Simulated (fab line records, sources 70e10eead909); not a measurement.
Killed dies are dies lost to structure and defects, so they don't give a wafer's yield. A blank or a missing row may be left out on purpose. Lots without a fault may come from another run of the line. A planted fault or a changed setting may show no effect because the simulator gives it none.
fab line records | flow nand_harc
record lots=6 wafers=18 last_day=23
route steps=1159 shown THIN_TSV@1139 END@1159
lots that met no fault: from a run of the same line without faults
start_h: hours from the record's first day to the start of the lot's first wafer shown | wait_h: hours since the lot's step before | " the same as in the row above | L1.1+2: a row that stands for several wafers | - no value, or no start given | * or withheld: withheld | < > ~ a bound
route shown NAME@n: a module of which the file shows steps, and the number in the route of the first | usual: mean/standard deviation of fault-free wafers | same: alike in all rows | chamber/n: place in a boat | sites: the reading at each site | _std_site: their standard deviation | _edge_site: outer sites' mean less inner sites' | radius_mm: how far each site lies from the wafer's centre | mask NAME#n: copy n | behind: the tool/chamber that last shaped the wafer | hold: why the lot was held/for how many hours/how that ended | device: the transistor (n, p or np) that didn't switch | end of line: the same wafers' tests at the end of the route | a step without rows: its recipe alone | killed: dies lost to structure and defects at the first sort, not the wafer's yield | map: a wafer's dies, x killed, . not, _ none there
set.NAME: the setting as run; set.NAME@STEP: as run at that earlier step | model.NAME: the simulator's own value behind a step, which no gauge read
lots at some steps of the route; a table a step, a row a wafer
services: from which hour (start_h, from the record's first day; less than 0 if before it) a tool's chamber was out of use, for how many hours, and why
## steps
# step NHARC_THIN_TSV_PVD_24
# recipe target_thk_a=8000 power_w=withheld chamber_pressure_pa=withheld substrate_temp_c=withheld time_s=withheld gas=Ar material=Al
# step NHARC_THIN_TSV_DEHYDRATE_25
# recipe temp_c=150 time_s=120
# step NHARC_THIN_TSV_HMDS_26
# recipe time_s=30
# step NHARC_THIN_TSV_COAT_27
# recipe spin_rpm=*
# step NHARC_THIN_TSV_SOFTBAKE_28
# recipe temp_c=122 time_s=95
# step NHARC_THIN_TSV_EBR_29
# step NHARC_THIN_TSV_EXPOSE_30
# recipe na=0.55 dose_mj=11.47 mask_id=PAD
# step NHARC_THIN_TSV_PEB_31
# recipe peb_temp_c=118 peb_time_s=85
# step NHARC_THIN_TSV_DEVELOP_32
# recipe time_s=70
# step NHARC_THIN_TSV_CD_MEAS_33
# recipe target_cd_nm=5000 landing_energy_ev=500
# usual cd_nm=5000.9/1.6
# same landing_energy_ev=500
# columns lot.wafer tool chamber start_h wait_h cd_nm
L911.2 cd_sem-02 0 444.72 - 5002.7
L911.4 " 0 " " 5001.1
L911.5 " 0 " " 5001.6
L915.1 cd_sem-02 0 475.74 - 5002.9
L915.5 " 0 " " 5003.8
L915.6 " 0 " " 5002.7
L922.1 cd_sem-01 0 498.33 - 5002.8
L922.2 " 0 " " 5001.2
L922.4 " 0 " " 4999.9
L921.2 cd_sem-02 0 502.66 - 4999.6
L921.4 " 0 " " 4995.8
L921.6 " 0 " " 4999.9
L924.3 cd_sem-02 0 537.68 - 5000.1
L924.4 " 0 " " 4998.5
L924.5 " 0 " " 4999.2
L927.1 cd_sem-01 0 539.01 - 4997.9
L927.2 " 0 " " 5003.1
L927.3 " 0 " " 5000.6
# step NHARC_THIN_TSV_HARDBAKE_34
# recipe temp_c=125 time_s=80
# step NHARC_THIN_TSV_DESCUM_35
# recipe time_s=3 o2_flow_sccm=200 ar_flow_sccm=0 bias_power_w=0 chemistry=O2
# usual drypump_motor_current_A=5.5/0.43 oes_product_au=1.002/0.01 rf_vpp_V=57.8/0.93 showerhead_plenum_p_Torr=1.88/0.076 throttle_valve_pct=11.311/0.0085
# columns lot.wafer tool chamber start_h wait_h drypump_motor_current_A oes_product_au rf_hours_counter_h rf_vpp_V showerhead_plenum_p_Torr throttle_valve_pct
L911.4 rie_diel-06 1 444.89 - 6.4 1.005 2 58.5 1.97 11.312
L911.2 " 2 " " 5.0 1.009 1 57.4 1.80 11.316
L911.5 " 0 " " 5.3 1.005 - 59.4 1.95 11.305
L915.1 rie_diel-01 2 475.91 - 5.5 1.003 18 58.9 1.94 11.325
L915.5 " 2 " " 5.5 1.014 - 56.8 1.94 11.298
L915.6 " 3 " " 5.2 0.994 - 56.6 1.95 11.318
L922.2 rie_diel-06 2 498.50 - 5.0 1.003 5 57.0 1.80 11.324
L922.1 " 3 " " 5.8 0.997 5 56.1 1.82 11.304
L922.4 " 0 " " 5.3 1.022 5 57.8 1.95 11.318
L921.4 rie_diel-06 2 502.82 - 5.0 1.003 5 57.8 1.80 11.309
L921.2 " 1 " " 6.4 1.011 6 56.8 1.96 11.305
L921.6 " 3 " " 5.8 0.990 - 57.2 1.82 11.305
L924.3 rie_diel-06 0 537.83 - 5.3 1.010 8 57.5 1.95 11.304
L924.4 " 1 " " 6.4 1.003 8 56.9 1.96 11.313
L924.5 " 1 " " 6.4 1.004 - 57.8 1.96 11.312
L927.1 rie_diel-13 2 539.17 - 5.3 1.004 6 57.6 1.99 11.310
L927.2 " 3 " " 5.5 0.992 6 57.6 1.79 11.304
L927.3 " 1 " " 5.2 1.003 7 55.8 1.80 11.309
# step NHARC_THIN_TSV_ETCH_59
# recipe target_depth_a=8800 icp_w=900 bias_w=100 Cl2_flow_sccm=60 bcl3_flow_sccm=30 time_s=138.1 chemistry=Cl2/BCl3
# usual drypump_motor_current_A=5.4/0.3 oes_product_au=1.007/0.011 run_length_s=159.4/0.48 throttle_valve_pct=22.266/0.0085
# columns lot.wafer tool chamber start_h wait_h drypump_motor_current_A oes_product_au rf_hours_counter_h run_length_s throttle_valve_pct
L911.2 rie_metal-01 0 445.05 0.1 5.6 0.994 3.5 159.0 22.277
L911.4 " 1 " " 5.5 1.001 - 158.9 22.257
L911.5 " 0 " " 5.6 0.992 - 158.9 22.280
L915.1 rie_metal-03 1 476.03 0.1 5.6 1.010 0.2 160.0 22.256
L915.6 " 1 " " 5.6 1.012 - 160.0 22.266
L915.5 " 0 " " 4.9 1.013 - 160.0 22.263
L922.2 rie_metal-03 1 498.63 0.1 5.6 1.009 1.2 160.1 22.281
L922.1 " 0 " " 4.9 1.020 1.2 97.0 22.268
L922.4 " 0 " " 4.9 1.024 - 96.6 22.261
L921.2 rie_metal-01 0 502.98 0.1 5.6 0.997 5.2 159.6 22.275
L921.4 " 1 " " 5.5 1.000 - 158.7 22.267
L921.6 " 0 " " 5.6 1.001 - 158.7 22.257
L924.4 rie_metal-03 0 538.03 0.2 4.9 1.015 - 97.1 22.274
L924.3 " 1 " " 5.6 1.008 - 160.0 22.275
L924.5 " 1 " " 5.6 1.008 - 159.7 22.254
L927.1 rie_metal-02 1 539.29 0.1 5.8 1.013 3.4 159.3 22.271
L927.2 " 0 " " 5.5 1.013 3.4 159.1 22.266
L927.3 " 1 " " 5.8 1.014 - 159.4 22.264
# step NHARC_THIN_TSV_ETCH_36
# recipe target_depth_a=650 over_etch_frac=0.3 time_s=18.571 ion_energy_ev=150 chemistry=Cl2/BCl3
# usual drypump_motor_current_A=5.44/0.3 oes_product_au=1.008/0.013 run_length_s=39.9/0.48
# columns lot.wafer tool chamber start_h wait_h drypump_motor_current_A oes_product_au rf_hours_counter_h run_length_s
L911.2 rie_metal-01 1 445.27 0.2 5.54 0.988 3.7 39.4
L911.4 " 1 " " 5.54 0.990 - 39.5
L911.5 " 1 " " 5.52 0.987 - 39.2
L915.1 rie_metal-03 0 476.30 0.2 4.91 1.023 0.4 40.1
L915.5 " 1 " " 5.54 1.017 - 40.7
L915.6 " 0 " " 4.93 1.019 - 40.2
L922.2 rie_metal-03 0 498.88 0.2 4.83 1.024 1.3 40.1
L922.1 " 1 " " 5.56 1.012 1.3 40.6
L922.4 " 0 " " 4.89 1.021 - 40.4
L921.2 rie_metal-01 0 503.21 0.2 5.62 0.995 5.4 39.9
L921.4 " 0 " " 5.61 0.994 - 39.2
L921.6 " 0 " " 5.65 0.990 - 39.8
L924.3 rie_metal-03 0 538.23 0.1 4.88 1.025 - 40.1
L924.4 " 1 " " 5.57 1.012 - 41.0
L924.5 " 1 " " 5.58 1.015 - 40.9
L927.1 rie_metal-02 0 539.55 0.2 5.49 1.006 3.5 39.5
L927.2 " 1 " " 5.79 1.009 3.5 39.6
L927.3 " 0 " " 5.49 1.004 - 39.7
# step NHARC_END_SORT_01
# recipe temp_c=25
# usual defect_limited_yield=95.3/1.3 killed_at_array=28/8.6 killed_at_other=0.7/1.2 killed_at_periphery=3.1/2.3 killed_dies=32/8.7 killed_open=3.2/1.7 killed_short=2.0/1.5 sort_bin_2_pct=1.5/0.58 sort_bin_3_pct=0.28/0.22 sort_bin_4_pct=3.0/0.86 sort_n_pass=645/8.7 sort_rim_yield_pct=97.8/1.4 sort_yield_pct=95.3/1.3
# same gross_dies=677 sort_bin_5_pct[%]=0 sort_bin_6_pct[%]=0 sort_bin_7_pct[%]=0 sort_bin_8_pct[%]=0 sort_rim_n_gross=106.00
# columns lot.wafer tool chamber start_h wait_h defect_limited_yield[%] killed_at_array killed_at_other killed_at_periphery killed_dies killed_open killed_short sort_bin_2_pct[%] sort_bin_3_pct[%] sort_bin_4_pct[%] sort_n_pass sort_rim_yield_pct[%] sort_yield_pct[%]
L911.2 prober-02 0 462.35 4.5 94.7 34 0 2 36 5 1 2.4 0.15 2.8 641 98.1 94.7
L911.4 prober-02 0 463.96 5.1 94.4 36 2 0 38 2 3 1.2 0.89 3.5 639 100.0 94.4
L911.5 prober-02 0 464.77 5.4 94.8 30 2 3 35 4 2 1.3 0.74 3.1 642 94.3 94.8
L915.1 prober-02 0 485.16 2.5 95.4 23 2 6 31 1 3 1.6 0 3.0 646 98.1 95.4
L915.5 prober-02 0 488.33 3.7 95.3 27 2 3 32 3 1 2.1 0.15 2.5 645 98.1 95.3
L915.6 prober-02 0 489.13 4.0 94.5 31 2 4 37 4 3 2.4 0.15 3.0 640 98.1 94.5
L922.1 prober-02 0 507.28 2.5 0 30 644 3 677 1 1 2.1 95.86 2.1 0 0 0
L922.2 prober-02 0 508.08 2.8 95.1 30 1 2 33 2 4 1.3 0 3.5 644 97.2 95.1
L922.4 prober-02 0 509.67 3.4 0 28 649 0 677 4 2 1.8 96.16 2.1 0 0 0
L921.2 prober-02 0 515.84 2.8 95.1 31 0 2 33 6 4 2.1 0.15 2.7 644 100.0 95.1
L921.4 prober-02 0 517.41 3.4 96.2 25 0 1 26 4 4 0.6 0 3.2 651 99.1 96.2
L921.6 prober-02 0 518.99 3.9 97.0 20 0 0 20 1 3 0.9 0 2.1 657 98.1 97.0
L927.1 prober-02 0 546.36 2.5 97.8 12 0 3 15 2 4 0.4 0.15 1.6 662 95.3 97.8
L927.2 prober-02 0 547.15 2.8 96.6 22 0 1 23 7 1 0.9 0 2.5 654 97.2 96.6
L927.3 prober-02 0 547.95 3.1 97.3 16 0 2 18 2 1 0.4 0.30 1.9 659 97.2 97.3
L924.3 prober-01 0 550.74 3.1 92.0 46 1 7 54 4 3 1.8 0.89 5.3 623 99.1 92.0
L924.4 prober-01 0 551.54 3.4 0 53 621 3 677 2 1 3.2 92.02 4.7 0 0 0
L924.5 prober-01 0 552.34 3.7 91.6 51 0 6 57 1 1 2.4 1.03 5.0 620 99.1 91.6
# killed by level:class
L911.2 A_CHANNEL_HOLE_D1:chamber_film_flake=16 A_SLIT:chamber_film_flake=8 A_CONTACT:chamber_film_flake=3 A_M0:geometric_particle:open=2 P_M1:geometric_particle:open=1 A_WL_FILL:geometric_particle:open=1 A_WL_FILL:geometric_particle:short=1 A_CONTACT:geometric_particle:open=1
L911.4 A_CHANNEL_HOLE_D1:chamber_film_flake=14 A_SLIT:chamber_film_flake=12 A_ZERO_WELL:chamber_film_flake=2 A_STAIRCASE:chamber_film_flake=2 A_ONON_D1:geometric_particle:short=1 A_ONON_D1:geometric_particle:open=1 A_CHANNEL_FILL_D1:geometric_particle:short=1 STARTING-WAFER:geometric_particle:open=1
L911.5 A_CHANNEL_HOLE_D1:chamber_film_flake=13 A_SLIT:chamber_film_flake=7 A_CONTACT:chamber_film_flake=3 A_ONON_D1:geometric_particle:open=2 P_GATE:chamber_film_flake=2 P_CONTACT:geometric_particle:open=1 A_CONTACT:geometric_particle:short=1 A_CONTACT:geometric_particle:open=1
L915.1 A_CHANNEL_HOLE_D1:chamber_film_flake=16 A_STAIRCASE:chamber_film_flake=3 P_STI:chamber_film_flake=2 P_GATE:chamber_film_flake=2 P_CONTACT:geometric_particle:open=1 P_CONTACT:geometric_particle:short=1 A_ONON_D1:geometric_particle:short=1 STARTING-WAFER:geometric_particle:short=1
L915.5 A_CHANNEL_HOLE_D1:chamber_film_flake=18 A_CONTACT:chamber_film_flake=3 A_SLIT:chamber_film_flake=2 THIN_TSV:chamber_film_flake=2 P_CONTACT:geometric_particle:open=1 P_M0:geometric_particle:open=1 A_CHANNEL_FILL_D1:geometric_particle:open=1 A_M1:geometric_particle:short=1
L915.6 A_CHANNEL_HOLE_D1:chamber_film_flake=13 A_CONTACT:chamber_film_flake=5 P_STI:chamber_film_flake=3 A_STAIRCASE:chamber_film_flake=3 A_ONON_D1:geometric_particle:short=2 THIN_TSV:chamber_film_flake=2 A_ONON_D1:geometric_particle:open=1 A_CHANNEL_FILL_D1:geometric_particle:short=1
L922.1 THIN_TSV:area_etch=644 A_CHANNEL_HOLE_D1:chamber_film_flake=22 A_CONTACT:chamber_film_flake=3 P_CONTACT:chamber_film_flake=2 A_WL_FILL:chamber_film_flake=2 A_ONON_D1:geometric_particle:short=1 A_M0:geometric_particle:open=1 P_ZERO_WELL:chamber_film_flake=1
L922.2 A_CHANNEL_HOLE_D1:chamber_film_flake=20 A_CONTACT:chamber_film_flake=4 P_M1:geometric_particle:short=1 A_ONON_D1:geometric_particle:open=1 A_CHANNEL_HOLE_D1:geometric_particle:short=1 A_WL_FILL:geometric_particle:short=1 A_CONTACT:geometric_particle:short=1 THIN_TSV:geometric_particle:open=1
L922.4 THIN_TSV:area_etch=649 A_CHANNEL_HOLE_D1:chamber_film_flake=22 A_ONON_D1:geometric_particle:open=1 A_STAIRCASE:geometric_particle:open=1 A_SGD_CUT:geometric_particle:open=1 A_SGD_CUT:geometric_particle:short=1 A_CONTACT:geometric_particle:open=1 A_M1:geometric_particle:short=1
L921.2 A_SLIT:chamber_film_flake=12 A_CONTACT:chamber_film_flake=8 A_CHANNEL_FILL_D1:geometric_particle:short=2 A_CONTACT:geometric_particle:open=2 A_CHANNEL_HOLE_D1:chamber_film_flake=2 P_CONTACT:geometric_particle:short=1 P_M2:geometric_particle:open=1 A_ONON_D1:geometric_particle:open=1
L921.4 A_SLIT:chamber_film_flake=7 A_CHANNEL_HOLE_D1:chamber_film_flake=4 A_CONTACT:chamber_film_flake=4 A_STAIRCASE:chamber_film_flake=3 A_WL_FILL:geometric_particle:short=2 P_M1:geometric_particle:open=1 A_ONON_D1:geometric_particle:open=1 A_CHANNEL_FILL_D1:geometric_particle:short=1
L921.6 A_SLIT:chamber_film_flake=11 A_CONTACT:chamber_film_flake=4 A_ONON_D1:geometric_particle:short=1 A_CHANNEL_HOLE_D1:geometric_particle:short=1 A_WL_FILL:geometric_particle:short=1 A_CONTACT:geometric_particle:open=1 A_ZERO_WELL:chamber_film_flake=1
L927.1 A_CONTACT:chamber_film_flake=5 P_GATE:geometric_particle:short=1 P_M0:geometric_particle:open=1 A_CHANNEL_FILL_D1:geometric_particle:short=1 A_WL_FILL:geometric_particle:short=1 A_CONTACT:geometric_particle:open=1 A_M1:geometric_particle:short=1 P_ZERO_WELL:chamber_film_flake=1
L927.2 A_CHANNEL_HOLE_D1:chamber_film_flake=8 A_CONTACT:chamber_film_flake=7 A_BLC:geometric_particle:open=2 P_M0:geometric_particle:open=1 A_ONON_D1:geometric_particle:open=1 A_CHANNEL_FILL_D1:geometric_particle:open=1 A_WL_FILL:geometric_particle:open=1 A_WL_FILL:geometric_particle:short=1
L927.3 A_CHANNEL_HOLE_D1:chamber_film_flake=6 A_CONTACT:chamber_film_flake=6 A_ONON_D1:geometric_particle:short=1 A_BLC:geometric_particle:open=1 A_M0:geometric_particle:open=1 P_STI:chamber_film_flake=1 P_M2:chamber_film_flake=1 A_SLIT:chamber_film_flake=1
L924.3 A_CHANNEL_HOLE_D1:chamber_film_flake=16 A_SLIT:chamber_film_flake=15 A_CONTACT:chamber_film_flake=8 P_ZERO_WELL:chamber_film_flake=4 P_CONTACT:geometric_particle:short=2 A_WL_FILL:chamber_film_flake=2 A_ONON_D1:geometric_particle:open=1 A_CHANNEL_HOLE_D1:geometric_particle:short=1
L924.4 THIN_TSV:area_etch=621 A_CHANNEL_HOLE_D1:chamber_film_flake=19 A_CONTACT:chamber_film_flake=16 A_SLIT:chamber_film_flake=8 A_STAIRCASE:chamber_film_flake=4 P_ZERO_WELL:chamber_film_flake=3 A_BONDPAD:chamber_film_flake=3 A_CONTACT:geometric_particle:open=1
L924.5 A_CHANNEL_HOLE_D1:chamber_film_flake=23 A_SLIT:chamber_film_flake=12 A_CONTACT:chamber_film_flake=9 P_ZERO_WELL:chamber_film_flake=3 A_STAIRCASE:chamber_film_flake=3 A_WL_FILL:chamber_film_flake=2 P_GATE:geometric_particle:open=1 A_BLC:geometric_particle:short=1
# map L922.1 (x killed, . not)
____________x____________
_________xxxxxxx_________
_______xxxxxxxxxxx_______
______xxxxxxxxxxxxx______
_____xxxxxxxxxxxxxxx_____
____xxxxxxxxxxxxxxxxx____
____xxxxxxxxxxxxxxxxx____
___xxxxxxxxxxxxxxxxxxx___
___xxxxxxxxxxxxxxxxxxx___
__xxxxxxxxxxxxxxxxxxxxx__
__xxxxxxxxxxxxxxxxxxxxx__
_xxxxxxxxxxxxxxxxxxxxxxx_
_xxxxxxxxxxxxxxxxxxxxxxx_
_xxxxxxxxxxxxxxxxxxxxxxx_
_xxxxxxxxxxxxxxxxxxxxxxx_
_xxxxxxxxxxxxxxxxxxxxxxx_
xxxxxxxxxxxxxxxxxxxxxxxxx
xxxxxxxxxxxxxxxxxxxxxxxxx
xxxxxxxxxxxxxxxxxxxxxxxxx
xxxxxxxxxxxxxxxxxxxxxxxxx
xxxxxxxxxxxxxxxxxxxxxxxxx
_xxxxxxxxxxxxxxxxxxxxxxx_
_xxxxxxxxxxxxxxxxxxxxxxx_
_xxxxxxxxxxxxxxxxxxxxxxx_
_xxxxxxxxxxxxxxxxxxxxxxx_
_xxxxxxxxxxxxxxxxxxxxxxx_
__xxxxxxxxxxxxxxxxxxxxx__
__xxxxxxxxxxxxxxxxxxxxx__
___xxxxxxxxxxxxxxxxxxx___
___xxxxxxxxxxxxxxxxxxx___
____xxxxxxxxxxxxxxxxx____
____xxxxxxxxxxxxxxxxx____
_____xxxxxxxxxxxxxxx_____
______xxxxxxxxxxxxx______
_______xxxxxxxxxxx_______
_________xxxxxxx_________
____________x____________
# map L924.4 (x killed, . not)
____________x____________
_________xxxxxxx_________
_______xxxxxxxxxxx_______
______xxxxxxxxxxxxx______
_____xxxxxxxxxxxxxxx_____
____xxxxxxxxxxxxxxxxx____
____xxxxxxxxxxxxxxxxx____
___xxxxxxxxxxxxxxxxxxx___
___xxxxxxxxxxxxxxxxxxx___
__xxxxxxxxxxxxxxxxxxxxx__
__xxxxxxxxxxxxxxxxxxxxx__
_xxxxxxxxxxxxxxxxxxxxxxx_
_xxxxxxxxxxxxxxxxxxxxxxx_
_xxxxxxxxxxxxxxxxxxxxxxx_
_xxxxxxxxxxxxxxxxxxxxxxx_
_xxxxxxxxxxxxxxxxxxxxxxx_
xxxxxxxxxxxxxxxxxxxxxxxxx
xxxxxxxxxxxxxxxxxxxxxxxxx
xxxxxxxxxxxxxxxxxxxxxxxxx
xxxxxxxxxxxxxxxxxxxxxxxxx
xxxxxxxxxxxxxxxxxxxxxxxxx
_xxxxxxxxxxxxxxxxxxxxxxx_
_xxxxxxxxxxxxxxxxxxxxxxx_
_xxxxxxxxxxxxxxxxxxxxxxx_
_xxxxxxxxxxxxxxxxxxxxxxx_
_xxxxxxxxxxxxxxxxxxxxxxx_
__xxxxxxxxxxxxxxxxxxxxx__
__xxxxxxxxxxxxxxxxxxxxx__
___xxxxxxxxxxxxxxxxxxx___
___xxxxxxxxxxxxxxxxxxx___
____xxxxxxxxxxxxxxxxx____
____xxxxxxxxxxxxxxxxx____
_____xxxxxxxxxxxxxxx_____
______xxxxxxxxxxxxx______
_______xxxxxxxxxxx_______
_________xxxxxxx_________
____________x____________
## services
# columns tool chamber start_h hours kind
rie_diel-06 0 427.21 - clean
rie_diel-06 1 427.21 - clean
rie_diel-06 2 427.21 - clean
rie_diel-06 3 427.21 - clean
rie_diel-06 0 451.71 - clean
rie_diel-06 1 451.71 - clean
rie_diel-06 2 451.71 - clean
rie_diel-06 3 451.71 - clean
rie_metal-03 - 453.00 9.0 pm
rie_metal-03 0 453.00 9.0 vent_cycle
rie_metal-03 1 453.00 9.0 vent_cycle
rie_diel-13 - 453.03 9.0 pm
rie_diel-01 2 457.54 3.1 repair
rie_metal-03 0 462.00 - clean
rie_metal-03 1 462.00 - clean
rie_diel-01 2 472.67 1.6 repair
rie_diel-06 0 476.21 - clean
rie_diel-06 1 476.21 - clean
rie_diel-06 2 476.21 - clean
rie_diel-01 - 491.80 9.0 pm
rie_metal-01 - 509.00 9.0 pm
rie_metal-03 1 512.42 14.8 repair
rie_diel-06 - 534.76 0.4 repair
rie_diel-13 - 535.74 0.4 repair
## key
first_sign step=NHARC_THIN_TSV_ETCH_59 reading=run_length_s direction=down sigmas=99+ usual=* struck=*
effect step=NHARC_END_SORT_01 reading=killed_at_other direction=up sigmas=99+ usual=0.7 struck=638
more_kills_born_at NHARC_THIN_TSV_ETCH_59@rie_metal-03=1914
met_at NHARC_THIN_TSV_ETCH_59
struck_wafers L922.1,L922.4,L924.4
later_rows_left_out L922.1,L922.4,L924.4
onset_between 476.03 498.63
fault kind=process_parameter_drift tool=rie_metal-03 chamber=0 onset_h=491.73 steps=NHARC_THIN_TSV_ETCH_59 channel=time_s offset=* shape=step end_h=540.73 acts_in=* stated=*
# later_rows_left_out: the simulator's readings of these wafers behind a module that went badly wrong aren't trusted and aren't shown, but for the sort
